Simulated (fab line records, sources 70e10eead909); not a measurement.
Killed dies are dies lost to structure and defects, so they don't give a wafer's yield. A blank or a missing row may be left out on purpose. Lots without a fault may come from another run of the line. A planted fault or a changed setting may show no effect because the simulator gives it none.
fab line records | flow nand_harc
record lots=5 wafers=13 last_day=25
route steps=1159 shown P_M2@327 END@1159
lots that met no fault: from a run of the same line without faults
start_h: hours from the record's first day to the start of the lot's first wafer shown | wait_h: hours since the lot's step before | " the same as in the row above | L1.1+2: a row that stands for several wafers | - no value, or no start given | * or withheld: withheld | < > ~ a bound
route shown NAME@n: a module of which the file shows steps, and the number in the route of the first | usual: mean/standard deviation of fault-free wafers | same: alike in all rows | chamber/n: place in a boat | sites: the reading at each site | _std_site: their standard deviation | _edge_site: outer sites' mean less inner sites' | radius_mm: how far each site lies from the wafer's centre | mask NAME#n: copy n | behind: the tool/chamber that last shaped the wafer | hold: why the lot was held/for how many hours/how that ended | device: the transistor (n, p or np) that didn't switch | end of line: the same wafers' tests at the end of the route | a step without rows: its recipe alone | killed: dies lost to structure and defects at the first sort, not the wafer's yield | map: a wafer's dies, x killed, . not, _ none there
set.NAME: the setting as run; set.NAME@STEP: as run at that earlier step | model.NAME: the simulator's own value behind a step, which no gauge read
lots at some steps of the route; a table a step, a row a wafer
services: from which hour (start_h, from the record's first day; less than 0 if before it) a tool's chamber was out of use, for how many hours, and why
## steps
# step NHARC_P_M2_DEVELOP_08
# recipe develop_time_s=35 dev_temp_c=23
# step NHARC_P_M2_CD_MEAS_09
# recipe target_cd_nm=170 landing_energy_ev=500
# usual cd_nm=169.7/0.88
# columns lot.wafer tool chamber start_h wait_h cd_nm
L192.1 cd_sem-02 0 149.39 - 168.5
L192.3 " 0 " " 169.3
L192.4 " 0 " " 169.7
L194.1 cd_sem-01 0 151.02 - 170.1
L194.3 " 0 " " 169.8
L194.4 " 0 " " 168.8
L204.3 cd_sem-01 0 227.11 - 170.1
L209.1 cd_sem-02 0 252.41 - 170.3
L209.3 " 0 " " 169.1
L209.5 " 0 " " 169.8
L211.1 cd_sem-02 0 256.88 - 169.0
L211.5 " 0 " " 168.2
L211.6 " 0 " " 170.2
# step NHARC_P_M2_OVL_MEAS_10
# recipe pitch_nm=340
# usual overlay_x_nm=-0.1/0.86 overlay_y_nm=-0.2/0.85
# columns lot.wafer tool chamber start_h wait_h overlay_x_nm overlay_y_nm
L192.1 overlay-01 - 149.48 - -0.7 0.1
L192.3 " - " " -0.6 -0.3
L192.4 " - " " -0.6 -0.7
L194.1 overlay-02 - 151.13 - -0.8 -0.3
L194.3 " - " " -0.8 -0.2
L194.4 " - " " -0.5 -1.1
L204.3 overlay-02 - 227.19 - 0.1 0.7
L209.1 overlay-01 - 252.50 - -0.8 -2.3
L209.3 " - " " -0.4 -1.9
L209.5 " - " " -0.2 -2.2
L211.1 overlay-02 - 256.96 - 0.9 -1.2
L211.5 " - " " 1.0 -0.9
L211.6 " - " " 1.0 -0.4
# step NHARC_P_M2_INSPECT_11
# usual raw_defect_count=4.1/2.4
# columns lot.wafer tool chamber start_h wait_h raw_defect_count
L192.1 defect_inspect-02 - 149.52 0.0 5
L192.3 " - " " 2
L192.4 " - " " 7
L194.1 defect_inspect-01 - 151.16 0.0 3
L194.3 " - " " 6
L194.4 " - " " 4
L204.3 defect_inspect-01 - 227.23 0.0 4
L209.1 defect_inspect-02 - 252.53 0.0 10
L209.3 " - " " 5
L209.5 " - " " 1
L211.1 defect_inspect-02 - 257.00 0.0 6
L211.5 " - " " 5
L211.6 " - " " 1
# step NHARC_P_M2_DESCUM_14
# recipe time_s=3 o2_flow_sccm=200 ar_flow_sccm=0 bias_power_w=0 chemistry=O2
# step NHARC_P_M2_ETCH_35
# recipe target_depth_a=400 overetch_a=120 time_s=43.94 ion_energy_ev=200 n2_flow_sccm=150 h2_flow_sccm=150 ar_flow_sccm=0 rf_w=400 bias_w=150 chemistry=N2/H2
# step NHARC_P_M2_ETCH_15
# recipe target_depth_a=1825 time_s=91.2 c4f8_flow_sccm=withheld ar_flow_sccm=400 rf_w=600 bias_w=300 chemistry=C4F8/Ar
# step NHARC_P_M2_CD_MEAS_16
# usual cd_nm=169.6/1
# columns lot.wafer tool chamber start_h wait_h cd_nm
L192.1 cd_sem-03 - 149.88 - 167.9
L192.3 " - " " 168.2
L192.4 " - " " 168.6
L194.1 cd_sem-02 - 151.54 - 170.1
L194.3 " - " " 168.7
L194.4 " - " " 168.9
L204.3 cd_sem-01 - 227.60 - 170.2
L209.1 cd_sem-02 - 252.90 - 171.2
L209.3 " - " " 169.0
L209.5 " - " " 169.6
L211.1 cd_sem-01 - 257.84 - 169.1
L211.5 " - " " 169.3
L211.6 " - " " 170.6
# step NHARC_P_M2_STRIP_18
# recipe power_w=1000 n2_flow_sccm=150 h2_flow_sccm=150 ar_flow_sccm=0 bias_w=0 chemistry=N2/H2
# usual chamber_pressure_mTorr=30.003/0.028 drypump_motor_current_A=5.7/0.53 oes_product_au=1.001/0.013 rf_vpp_V=90.9/1 showerhead_plenum_p_Torr=2.07/0.11 throttle_valve_pct=14.172/0.0088
# columns lot.wafer tool chamber start_h wait_h chamber_pressure_mTorr drypump_motor_current_A oes_product_au rf_hours_counter_h rf_vpp_V showerhead_plenum_p_Torr throttle_valve_pct
L192.1 rie_diel-02 0 149.99 0.1 29.990 5.1 0.998 7 89.4 1.96 14.169
L192.3 " 1 " " 30.020 6.7 1.022 7 91.6 2.11 14.178
L192.4 " 2 " " 30.042 5.7 1.007 6 90.5 2.21 14.171
L194.3 rie_diel-05 3 151.64 0.1 29.994 5.5 1.014 21 91.7 1.97 14.170
L194.4 " 0 " " 30.030 5.6 0.996 29 90.8 1.92 14.185
L194.1 " 1 " " 29.999 5.4 0.998 29 90.4 1.98 14.159
L204.3 rie_diel-02 3 227.75 0.1 29.941 5.2 0.990 2 92.7 2.20 14.164
L209.3 rie_diel-02 3 253.03 0.1 30.017 5.3 0.977 3 92.7 2.20 14.177
L209.1 " 0 " " 30.046 5.1 0.996 4 90.5 1.96 14.181
L209.5 " 2 " " 30.002 5.7 1.036 - 90.8 2.21 14.176
L211.1 rie_diel-05 1 258.00 0.1 30.028 5.4 0.985 19 89.4 1.98 14.167
L211.5 " 2 " " 30.016 5.6 0.988 - 90.9 1.96 14.165
L211.6 " 3 " " 29.964 5.5 1.016 - 90.3 1.96 14.175
# step NHARC_P_M2_ETCH_28
# recipe target_depth_a=300 over_etch_frac=0.3 time_s=72.99 ion_energy_ev=150 cf4_flow_sccm=50 n2_flow_sccm=100 ar_flow_sccm=150 rf_w=300 bias_w=100 chemistry=CF4/N2
# step NHARC_P_M2_STRIP_19
# recipe time_s=600 temp_c=30 chemistry=post_etch_residue_remover
# step NHARC_P_M2_DEGAS_29
# recipe temp_c=250 time_s=60
# usual heater_power_w=331/38
# same time_s=60
# columns lot.wafer tool chamber start_h wait_h heater_power_w
L192.3 pvd_sputter-02 - 150.61 - 320
L192.1 " - " " 402
L192.4 " - " " 326
L194.3 pvd_sputter-03 - 152.27 - 379
L194.1 " - " " 315
L194.4 " - " " 320
L204.3 pvd_sputter-03 - 228.34 - 321
L209.1 pvd_sputter-02 - 253.69 - 283
L209.3 " - " " 386
L209.5 " - " " 289
L211.1 pvd_sputter-02 - 258.58 - 293
L211.6 " - " " 335
L211.5 " - " " 385
# step NHARC_P_M2_PRE_CLEAN_30
# recipe time_s=30 temp_c=280 gas=H2/He
# usual heater_power_w=407/46
# same time_s=30
# columns lot.wafer tool chamber start_h wait_h heater_power_w
L192.4 pvd_sputter-02 - 150.66 - 401
L192.1 " - " " 495
L192.3 " - " " 398
L194.4 pvd_sputter-03 - 152.33 - 471
L194.3 " - " " 388
L194.1 " - " " 391
L204.3 pvd_sputter-03 - 228.39 - 397
L209.1 pvd_sputter-02 - 253.77 - 469
L209.3 " - " " 356
L209.5 " - " " 378
L211.1 pvd_sputter-02 - 258.64 - 469
L211.5 " - " " 380
L211.6 " - " " 352
# step NHARC_P_M2_PVD_20
# recipe target_thk_a=50 bias_v=168.6 power_w=15000 chamber_pressure_pa=0.12 time_s=8.06 substrate_temp_c=50 material=TaN
# step NHARC_P_M2_PVD_21
# recipe target_thk_a=300 chamber_pressure_pa=5 power_w=5000 substrate_temp_c=30 time_s=20.49 material=Cu
# usual throttle_valve_pct=30.4/0.98
# same time_s=20.49
# columns lot.wafer tool chamber start_h wait_h throttle_valve_pct
L192.3 pvd_sputter-02 - - - 28.8
L192.1 " - " " 29.6
L192.4 " - " " 28.3
L194.1 pvd_sputter-03 - - - 31.9
L194.4 " - " " 30.7
L194.3 " - " " 30.5
L204.3 pvd_sputter-03 - - - 30.2
L209.3 pvd_sputter-02 - - - 29.7
L209.1 " - " " 31.6
L209.5 " - " " 29.7
L211.1 pvd_sputter-02 - - - 29.5
L211.6 " - " " 29.7
L211.5 " - " " 29.5
# step NHARC_P_M2_ECD_22
# recipe target_thk_a=4000 bath_temp_c=25 material=Cu
# step NHARC_P_M2_ANNEAL_31
# recipe temp_c=225 time_s=90
# usual wafer_temp_C_max=226.0/0.33
# same time_s=90
# columns lot.wafer tool chamber start_h wait_h wafer_temp_C_max
L192.1 rtp_anneal-02 0 151.35 - 225.8
L192.3 " 0 " " 226.1
L192.4 " 0 " " 225.9
L194.1 rtp_anneal-02 0 153.02 0.3 225.7
L194.3 " 0 " " 225.8
L194.4 " 0 " " 225.7
L204.3 rtp_anneal-01 0 229.70 0.8 226.2
L209.1 rtp_anneal-02 0 255.28 - 225.9
L209.3 " 0 " " 225.9
L209.5 " 0 " " 225.5
L211.1 rtp_anneal-02 0 259.32 - 225.7
L211.5 " 0 " " 225.9
L211.6 " 0 " " 225.8
# step NHARC_P_M2_CMP_23
# recipe t_overpolish_s=20 target_thk_nm=144.3
# step NHARC_P_M2_THK_MEAS_24
# recipe thk_meas_gauge=xrf
# usual thk_nm=145.0/1.8
# columns lot.wafer tool chamber start_h wait_h thk_nm
L192.1 film_metro-02 - 152.01 - 144.6
L192.3 " - " " 146.7
L192.4 " - " " 145.6
L194.1 film_metro-01 - 153.68 - 144.4
L194.3 " - " " 145.4
L194.4 " - " " 146.5
L204.3 film_metro-01 - 230.27 - 147.7
L209.1 film_metro-01 - 255.94 - 146.6
L209.3 " - " " 149.1
L209.5 " - " " 142.0
L211.1 film_metro-02 - 259.98 - 144.5
L211.5 " - " " 141.9
L211.6 " - " " 141.7
# step NHARC_P_M2_SRD_25
# step NHARC_P_M2_PRE_CLEAN_32
# recipe time_s=12 temp_c=370 rf_power_w=300 gas=NH3
# usual heater_power_w=616/88
# same time_s=12
# columns lot.wafer tool chamber start_h wait_h hold heater_power_w
L192.3 pecvd-03 0 152.24 0.1 - 562
L192.1 " 2 " " - 558
L192.4 " 1 " " - 745
L194.3 pecvd-03 0 153.90 0.1 - 553
L194.1 " 2 " " - 592
L194.4 " 2 " " - 576
L204.3 pecvd-02 2 231.67 1.1 await_dispo/0.9h/release 823
L209.3 pecvd-01 0 256.16 0.1 - 495
L209.1 " 1 " " - 514
L209.5 " 1 " " - 516
L211.1 pecvd-02 1 260.20 0.1 - 529
L211.5 " 1 " " - 505
L211.6 " 2 " " - 763
# step NHARC_END_SORT_01
# recipe temp_c=25
# usual defect_limited_yield=95.4/1.8 killed_at_array=28/11 killed_at_other=0.7/0.88 killed_at_periphery=3.1/2.2 killed_dies=31/12 killed_open=3.3/2 killed_short=2.0/1.6 sort_bin_2_pct=1.5/0.73 sort_bin_3_pct=0.27/0.22 sort_bin_4_pct=2.9/1.1 sort_n_pass=646/12 sort_rim_yield_pct=93/3.9 sort_yield_pct=95.4/1.8
# same gross_dies=677 sort_bin_5_pct[%]=0 sort_bin_6_pct[%]=0 sort_bin_7_pct[%]=0 sort_bin_8_pct[%]=0 sort_rim_n_gross=106.00
# columns lot.wafer tool chamber start_h wait_h hold defect_limited_yield[%] killed_at_array killed_at_other killed_at_periphery killed_dies killed_open killed_short sort_bin_2_pct[%] sort_bin_3_pct[%] sort_bin_4_pct[%] sort_n_pass sort_rim_yield_pct[%] sort_yield_pct[%]
L192.1 prober-02 0 467.06 2.5 - 98.2 10 0 2 12 2 2 0.6 0 1.2 665 96 98.2
L192.3 prober-02 0 468.67 3.1 - 98.2 11 0 1 12 4 1 0.3 0.30 1.2 665 99 98.2
L192.4 prober-02 0 469.48 3.4 - 97.6 10 1 5 16 3 5 1.0 0.30 1.0 661 95 97.6
L194.1 prober-01 0 474.66 2.5 - 96.5 19 0 5 24 2 3 0.9 0.30 2.4 653 96 96.5
L194.3 prober-01 0 476.28 3.1 - 96.9 19 0 2 21 1 0 1.3 0.15 1.6 656 92 96.9
L194.4 prober-01 0 477.10 3.4 - 96.9 17 0 4 21 5 0 0.9 0 2.2 656 95 96.9
L204.3 prober-01 0 571.85 3.1 await_dispo/2.1h/release 84.2 38 0 69 107 4 2 6.5 2.81 6.5 570 85 84.2
L209.1 prober-02 0 585.58 2.5 - 92.0 49 0 5 54 5 0 2.8 0 5.2 623 86 92.0
L209.3 prober-02 0 587.17 3.1 - 91.6 55 0 2 57 5 5 2.4 0.89 5.2 620 86 91.6
L209.5 prober-02 0 588.76 3.7 - 92.3 51 0 1 52 4 4 2.2 0.44 5.0 625 88 92.3
L211.1 prober-02 0 593.36 2.5 - 93.2 35 4 7 46 5 0 1.9 0 4.9 631 89 93.2
L211.5 prober-02 0 596.56 3.7 - 93.5 35 2 7 44 2 5 1.8 0.30 4.4 633 97 93.5
L211.6 prober-02 0 597.36 4.0 - 94.4 34 1 3 38 4 2 2.1 0.30 3.2 639 93 94.4
# killed by level:class
L192.1 A_CHANNEL_HOLE_D1:chamber_film_flake=4 A_CONTACT:chamber_film_flake=2 P_CONTACT:geometric_particle:short=1 P_M0:geometric_particle:open=1 A_ONON_D1:geometric_particle:open=1 A_WL_FILL:geometric_particle:short=1 A_WL_FILL:chamber_film_flake=1 A_BLC:chamber_film_flake=1
L192.3 A_CONTACT:geometric_particle:open=2 A_M0:geometric_particle:open=2 A_CHANNEL_HOLE_D1:chamber_film_flake=2 A_CONTACT:chamber_film_flake=2 A_SLIT:chamber_film_flake=1 A_CHANNEL_FILL_D1:geometric_particle:short=1 P_ZERO_WELL:chamber_film_flake=1 A_WL_FILL:chamber_film_flake=1
L192.4 P_GATE:geometric_particle:short=3 P_GATE:chamber_film_flake=2 A_CONTACT:chamber_film_flake=2 A_ONON_D1:geometric_particle:open=1 A_WL_FILL:geometric_particle:short=1 A_CONTACT:geometric_particle:open=1 A_CONTACT:geometric_particle:short=1 A_M0:geometric_particle:open=1
L194.1 A_CHANNEL_HOLE_D1:chamber_film_flake=9 A_STAIRCASE:chamber_film_flake=3 A_CONTACT:chamber_film_flake=3 P_M1:geometric_particle:short=1 P_M2:geometric_particle:open=1 A_CHANNEL_FILL_D1:geometric_particle:open=1 A_CHANNEL_FILL_D1:geometric_particle:short=1 A_WL_FILL:geometric_particle:short=1
L194.3 A_CHANNEL_HOLE_D1:chamber_film_flake=15 A_STAIRCASE:chamber_film_flake=3 P_M0:geometric_particle:open=1 P_GATE:chamber_film_flake=1 A_CONTACT:chamber_film_flake=1
L194.4 A_CHANNEL_HOLE_D1:chamber_film_flake=11 A_CONTACT:chamber_film_flake=2 P_M1:geometric_particle:open=1 P_M2:geometric_particle:open=1 A_SOURCE_PLATE:geometric_particle:open=1 A_ONON_D1:geometric_particle:open=1 A_SGD_CUT:geometric_particle:open=1 P_STI:chamber_film_flake=1
L204.3 P_M2:unspecified=66 A_CHANNEL_HOLE_D1:chamber_film_flake=15 A_SLIT:chamber_film_flake=10 A_STAIRCASE:chamber_film_flake=4 A_WL_FILL:chamber_film_flake=3 P_M0:geometric_particle:open=2 A_CHANNEL_FILL_D1:geometric_particle:open=1 A_WL_FILL:geometric_particle:short=1
L209.1 A_CHANNEL_HOLE_D1:chamber_film_flake=17 A_SLIT:chamber_film_flake=11 A_STAIRCASE:chamber_film_flake=6 A_CONTACT:chamber_film_flake=5 P_STI:chamber_film_flake=4 A_WL_FILL:geometric_particle:open=2 A_SGD_CUT:chamber_film_flake=2 A_WL_FILL:chamber_film_flake=2
L209.3 A_SLIT:chamber_film_flake=18 A_CHANNEL_HOLE_D1:chamber_film_flake=17 A_STAIRCASE:chamber_film_flake=9 A_CONTACT:geometric_particle:open=3 A_CHANNEL_FILL_D1:geometric_particle:short=2 A_ONON_D1:geometric_particle:open=1 A_CHANNEL_FILL_D1:geometric_particle:open=1 A_SGD_CUT:geometric_particle:short=1
L209.5 A_CHANNEL_HOLE_D1:chamber_film_flake=19 A_SLIT:chamber_film_flake=11 A_STAIRCASE:chamber_film_flake=10 A_CONTACT:chamber_film_flake=4 A_CHANNEL_FILL_D1:geometric_particle:short=2 A_BLC:geometric_particle:open=2 P_M0:geometric_particle:open=1 A_WL_FILL:geometric_particle:short=1
L211.1 A_SLIT:chamber_film_flake=16 A_CONTACT:chamber_film_flake=7 A_M0:chamber_film_flake=5 THIN_TSV:chamber_film_flake=4 P_STI:chamber_film_flake=3 A_CHANNEL_HOLE_D1:chamber_film_flake=3 P_GATE:chamber_film_flake=2 P_CONTACT:geometric_particle:open=1
L211.5 A_SLIT:chamber_film_flake=10 A_CONTACT:chamber_film_flake=7 A_CHANNEL_HOLE_D1:chamber_film_flake=5 P_STI:chamber_film_flake=3 A_WL_FILL:chamber_film_flake=3 P_BONDPAD:chamber_film_flake=2 A_STAIRCASE:chamber_film_flake=2 A_SGD_CUT:chamber_film_flake=2
L211.6 A_SLIT:chamber_film_flake=13 A_CONTACT:chamber_film_flake=4 A_CHANNEL_HOLE_D1:chamber_film_flake=3 A_STAIRCASE:chamber_film_flake=3 A_M0:chamber_film_flake=3 A_CONTACT:geometric_particle:open=2 P_BONDPAD:chamber_film_flake=2 P_M0:geometric_particle:open=1
# map L204.3 (x killed, . not)
____________.____________
_________......._________
_______..........._______
______.............______
_____..............._____
____..........x......____
____.................____
___...................___
___...................___
__.....................__
__.....x...............__
_......................._
_......................._
_.................x....._
_.................x.xxx._
_...................xxxx_
..x...............xxxxxxx
..............x..xxxxxxxx
.................xxxxxxxx
....x..........x.xxxxxxx.
..x...x..........xxxxxxx.
_................xxxxxxx_
_x...............xxxxxxx_
_.xx..x............xxxxx_
_xxx............x.x.x..._
_xxx..x.............x.x._
__x...............x.x..__
__.x................xxx__
___xx.............x...___
___.x.x............x..___
____......x.....x....____
____.........x......x____
_____..............._____
______..........x..______
_______..........._______
_________......._________
____________.____________
# map L194.1 (x killed, . not)
____________.____________
_________......._________
_______..........._______
______...x.........______
_____..............._____
____x................____
____.................____
___............x......___
___...................___
__.....................__
__............x......x.__
_......................._
_................x......_
_.................x....._
_.....................x._
_......................._
.........................
.........................
..x......................
.........................
.....................x...
_.........x............._
_.....x................._
_......................._
_......................._
_......................._
__..x.............x....__
__.....................__
___...x.......x.......___
___...x...............___
____.x.x.....x.......____
____x..x.............____
_____x.............._____
______x............______
_______..........._______
_________......._________
____________.____________
## services
# columns tool chamber start_h hours kind
rie_diel-02 0 129.77 - clean
rie_diel-02 1 129.77 - clean
rie_diel-02 2 129.77 - clean
rie_diel-02 3 129.77 - clean
rie_diel-02 - 150.70 9.0 pm
rie_diel-02 0 150.70 9.0 vent_cycle
rie_diel-02 1 150.70 9.0 vent_cycle
rie_diel-02 2 150.70 9.0 vent_cycle
rie_diel-02 3 150.70 9.0 vent_cycle
pecvd-02 - 153.02 13.0 pm
rie_diel-02 0 159.70 - clean
rie_diel-02 1 159.70 - clean
rie_diel-02 2 159.70 - clean
rie_diel-02 3 159.70 - clean
rie_diel-05 - 164.53 9.0 pm
pecvd-02 2 166.70 16.5 repair
rie_diel-02 0 184.20 - clean
rie_diel-05 3 193.54 2.9 repair
pvd_sputter-03 - 198.68 17.0 repair
pecvd-01 2 205.87 15.4 repair
pvd_sputter-02 - 214.00 10.0 pm
rie_diel-02 - 220.32 0.4 repair
pvd_sputter-02 - 229.81 2.5 repair
pecvd-01 - 237.13 13.0 pm
## key
first_sign step=NHARC_END_SORT_01 reading=killed_at_periphery direction=up sigmas=31 usual=3.1 struck=69
effect step=NHARC_END_SORT_01 reading=killed_dies direction=up sigmas=6.3 usual=31 struck=107
more_kills_born_at NHARC_P_M2_PRE_CLEAN_30@pvd_sputter-03=66
met_at NHARC_P_M2_PRE_CLEAN_30
struck_wafers L204.3
onset_between 152.33 228.39
also_fits NHARC_P_M2_DEGAS_29:pvd_sputter-03,NHARC_P_M2_PVD_21:pvd_sputter-03,NHARC_P_M2_ANNEAL_31:rtp_anneal-01
fault kind=chamber_particle_source tool=pvd_sputter-03 chamber=- onset_h=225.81 steps=NHARC_P_M2_PRE_CLEAN_30 rate_per_visit_cm2=0.61663 end_h=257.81 scope=struck_wafers_only
